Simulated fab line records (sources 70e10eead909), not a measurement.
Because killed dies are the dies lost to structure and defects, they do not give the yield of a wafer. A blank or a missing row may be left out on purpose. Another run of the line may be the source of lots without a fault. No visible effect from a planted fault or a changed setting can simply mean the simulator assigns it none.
Problem report in the 8D (eight disciplines) form, filled by code | flow nand_harc | the parts of the form that need people (team, actions taken, sign-off) are left out

## 1. THE ISSUE
oes_product_au at NHARC_A_WL_FILL_ETCHBACK_26 reads a mean of 0.814 a.u. on 3 wafers of 2 lots; wafers without a fault read 1.001 a.u. with a standard deviation of 0.01. Relative to the usual mean, that is a shift of -19 standard deviations.
The step: etches the open film in HBr, target depth 52 nm, time 13.3 s.
First seen on wafer L487.3, day 17 00:53, on rie_si-01. At this step, 36 wafers from 12 lots have a number in the record. The rule behind "out" and "out of limits": a value lying over 4 standard deviations away from the usual mean. All remaining wafers that have a number are taken as sound.

## 2. WHAT IT IS AND WHAT IT IS NOT
question                    | is                     | is not
which readings at this step | oes_product_au         | bias_w, throttle_valve_pct
which lots                  | L487, L491             | L485, L486, L498, L500, L501, L502, L503, L504, L505, L506
which wafers of those lots  | L487.3, L491.2, L491.3 | L487.4, L487.5, L491.5
read on which tools         | rie_si-01              | rie_si-03, rie_si-05
when                        | from day 17 00:53      | up to then (8 sound wafers); but 25 sound wafers of L491, L498, L500, L501, L502, L503, L504, L505, L506 came after

## 3. THE SUSPECTS, EACH WITH WHAT RULES IT OUT
Counting: any tool at a process step up to the reading remains a suspect provided it ran every lot that is out. Sound lots after the first of them don't rule it out here, since some wafers of a struck lot are sound.
- cvd_w-01 at NHARC_A_WL_FILL_CVD_03 (deposits W, target thk 40 nm, time 3302 s): kept. It ran every lot that is out, first L487 (day 16 00:11).
- rie_si-01 at NHARC_A_WL_FILL_ETCHBACK_26 (etches the open film in HBr, target depth 52 nm, time 13.3 s): kept. It processed each lot that is out (first: L487, day 17 00:53); up to then, its last sound lot is L486 (day 16 12:31). On those wafers its own readings are out: oes_product_au.
What counting leaves: cvd_w-01 at NHARC_A_WL_FILL_CVD_03 and rie_si-01 at NHARC_A_WL_FILL_ETCHBACK_26.

## 4. THE CAUSE (what the simulator had put in)
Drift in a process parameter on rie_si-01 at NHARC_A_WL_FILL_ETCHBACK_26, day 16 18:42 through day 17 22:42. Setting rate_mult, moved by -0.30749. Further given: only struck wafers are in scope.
Of the 2 suspects that counting leaves, this tool is one.

## 5. SEQUENCE OF EFFECTS, ordered by route
Each row: a reading whose mean over the struck wafers that have a number lies more than 3 standard deviations from the usual. Readings are gone through only where the record gives a usual standard deviation; hours: the median, over the lots, of the time from a lot's start at the first step in this table giving one to that lot's start at this step; sigmas: the change measured in usual standard deviations.
hours | step                        | reading        | usual      | on struck wafers | change | sigmas
0     | NHARC_A_WL_FILL_ETCHBACK_26 | oes_product_au | 1.001 a.u. | 0.814            | -0.187 | -19
It contains these process steps:
- NHARC_A_WL_FILL_ETCHBACK_26: etches the open film in HBr, target depth 52 nm, time 13.3 s.

## 6. WHAT WOULD HAVE CAUGHT IT SOONER
In this record the first reading out of limits was taken at day 17 00:53, 6 hours after the fault began at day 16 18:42.
